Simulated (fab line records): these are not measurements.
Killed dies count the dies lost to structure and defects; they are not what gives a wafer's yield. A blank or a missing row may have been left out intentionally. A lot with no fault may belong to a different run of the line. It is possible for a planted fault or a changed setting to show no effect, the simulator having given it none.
Matching of chambers ; flow nand harc ; NHARC_P_M0_PRE_CLEAN_31 on pecvd-01: 3 sister chambers
The step time 12 s. 3 wafers are shown with their chamber, then 8 later ones without.

WAFERS PAIRED WITH THEIR CHAMBERS
wafer;chamber;heater power w (W)
L089.4;1;651
L089.5;2;623
L091.3;0;579

WAFERS WITHOUT THEIR CHAMBER
wafer;heater power w (W)
L091.4;595
L091.6;604
L092.2;639
L092.4;654
L092.5;582
L096.1;557
L096.4;549
L096.6;561

WHICH CHAMBER EACH ONE RAN IN
wafer;from the rows above;in truth
L091.4;can't be placed: 0 or 2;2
L091.6;can't be placed: 2 or 0 or 1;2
L092.2;can't be placed: 1 or 2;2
L092.4;can't be placed: 1 or 2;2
L092.5;0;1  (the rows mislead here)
L096.1;0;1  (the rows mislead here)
L096.4;0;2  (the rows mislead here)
L096.6;0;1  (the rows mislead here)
Correct placement for 0 of the 8. Not placeable from these rows: 4 (in 4, the candidates include the true chamber). Placed wrongly: 4.
How it was worked out, from the rows above alone: a wafer's distance from a chamber is the root of the sum, over the readings, of the square of ((its reading less the chamber's mean) divided by the reading's scatter). The wafer belongs to the nearest chamber; if the next one is less than 2 further off, it can't be placed. Each chamber's mean is taken over the wafers shown for it. The scatter: with one shown wafer a chamber, the root of the mean of the squares of how far each hidden wafer lies from its nearest shown one.
